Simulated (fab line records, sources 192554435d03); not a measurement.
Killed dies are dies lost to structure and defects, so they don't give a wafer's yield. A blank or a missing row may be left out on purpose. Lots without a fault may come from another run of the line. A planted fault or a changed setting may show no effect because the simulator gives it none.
Split-lot experiment | flow n5_finfet | 7 lots, 21 wafers read, on a route of 1938 steps

THE SPLIT
At N5_BEOL_M10_VIA_ETCH_34 (etches SiCOH lowk in C4F6/O2, target depth 184.5 nm, time 69.2 s), the setting time_s was moved away from the recipe's 69.2 s on 7 of the 21 wafers read, by -20.1% to +22.1%. The other wafers ran this setting at the recipe's value.

The reading is taken at the split's own step.

THE READING
SOC_of_BEOL_M10_COAT_63.thk_nm (the simulator's own value, which no gauge read), in nm, at N5_BEOL_M10_VIA_ETCH_34 (etches SiCOH lowk in C4F6/O2, target depth 184.5 nm, time 69.2 s). The file gives no usual value for it. The 14 wafers here that ran the recipe average 92.1 nm, standard deviation 0.4 nm.

wafer  | tool, chamber at the split | time_s as run, s | against the recipe | SOC_of_BEOL_M10_COAT_63.thk_nm, nm | against lot-mates on the recipe
L075.1 | rie_diel-01, 3             | 69.2             | recipe             | 92.2                               | -
L075.2 | rie_diel-01, 0             | 83.71            | +21.0%             | 90.2                               | -1.8
L075.5 | rie_diel-01, 3             | 69.2             | recipe             | 91.8                               | -
L082.1 | rie_diel-01, 3             | 69.2             | recipe             | 91.8                               | -
L082.2 | rie_diel-01, 2             | 69.2             | recipe             | 91.8                               | -
L082.4 | rie_diel-01, 2             | 69.2             | recipe             | 91.8                               | -
L087.3 | rie_diel-01, 2             | 69.2             | recipe             | 92.6                               | -
L087.5 | rie_diel-01, 3             | 55.32            | -20.1%             | 94                                 | +1.5
L087.6 | rie_diel-01, 2             | 69.2             | recipe             | 92.4                               | -
L090.4 | rie_diel-05, 3             | 57.23            | -17.3%             | 93.8                               | +1.2
L090.5 | rie_diel-05, 2             | 69.2             | recipe             | 93.2                               | -
L090.6 | rie_diel-05, 0             | 69.2             | recipe             | 92                                 | -
L091.3 | rie_diel-04, 2             | 69.2             | recipe             | 92                                 | -
L091.4 | rie_diel-04, 0             | 69.2             | recipe             | 92                                 | -
L091.5 | rie_diel-04, 3             | 84.5             | +22.1%             | 90                                 | -2.0
L092.1 | rie_diel-05, 0             | 69.2             | recipe             | 91.6                               | -
L092.4 | rie_diel-05, 2             | 59.98            | -13.3%             | 93.6                               | +1.9
L092.5 | rie_diel-05, 1             | 69.2             | recipe             | 91.8                               | -
L097.3 | rie_diel-01, 3             | 83.55            | +20.7%             | 90.8                               | -1.2
L097.4 | rie_diel-01, 1             | 83.55            | +20.7%             | 89.4                               | -2.6
L097.5 | rie_diel-01, 3             | 69.2             | recipe             | 92                                 | -

THE FIT
A straight line over all 21 wafers: SOC_of_BEOL_M10_COAT_63.thk_nm changes by -0.0962 nm for each +1% of time_s; r = -0.94; the points scatter about the line by 0.42 nm.
The same after taking each lot's own level away (the mean of its wafers on the recipe; 21 wafers): -0.0888 nm for each +1%; r = -0.94; scatter 0.37 nm.
On that fit, the largest move of time_s shifts the reading by 2 nm.
The lots' own levels span 91.70 to 92.60 nm, that is 2.2 times the standard deviation above.
So the lot-to-lot level changes the slope little: the two slopes agree.
Check: with one of the wafers moved furthest among these (+22.1%) left out of the fit, the line predicts -1.95 nm for it against its lot-mates. It came out at -2 nm against them.

OTHER SPLITS ON THESE WAFERS
These wafers also went through other splits before the reading. Each is held against what the fit with the lots' levels taken away leaves over:
other split on the same wafers | wafers away from the commonest value | r with SOC_of_BEOL_M10_COAT_63.thk_nm (lot level and that fit taken away)
N5_BEOL_M6_ALD_77 ald_cycles   | 6                                    | -0.07
N5_BEOL_M7_ETCH_66 time_s      | 3                                    | -0.01
N5_BEOL_M8_ETCH_61 bias_w      | 6                                    | +0.18
N5_BEOL_M9_COAT_63 spin_rpm    | 7                                    | +0.25

THE WHOLE CHAIN: every reading that the file lists as answering this split, in the file's order
step                    | what it does                                                     | reading                                                                         | change (the file's fit)                | r (the file's)
N5_BEOL_M10_VIA_ETCH_34 | etches SiCOH lowk in C4F6/O2, target depth 184.5 nm, time 69.2 s | etch.depth_nm (the simulator's own value, which no gauge read)                  | +1.99 nm for each +1% of the setting   | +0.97
N5_BEOL_M10_VIA_ETCH_34 | etches SiCOH lowk in C4F6/O2, target depth 184.5 nm, time 69.2 s | SOC_of_BEOL_M10_COAT_63.thk_nm (the simulator's own value, which no gauge read) | -0.0883 nm for each +1% of the setting | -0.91

THE FILE'S OWN FIT
SOC_of_BEOL_M10_COAT_63.thk_nm changes by -0.0883 nm for each +1% of time_s, r = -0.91.
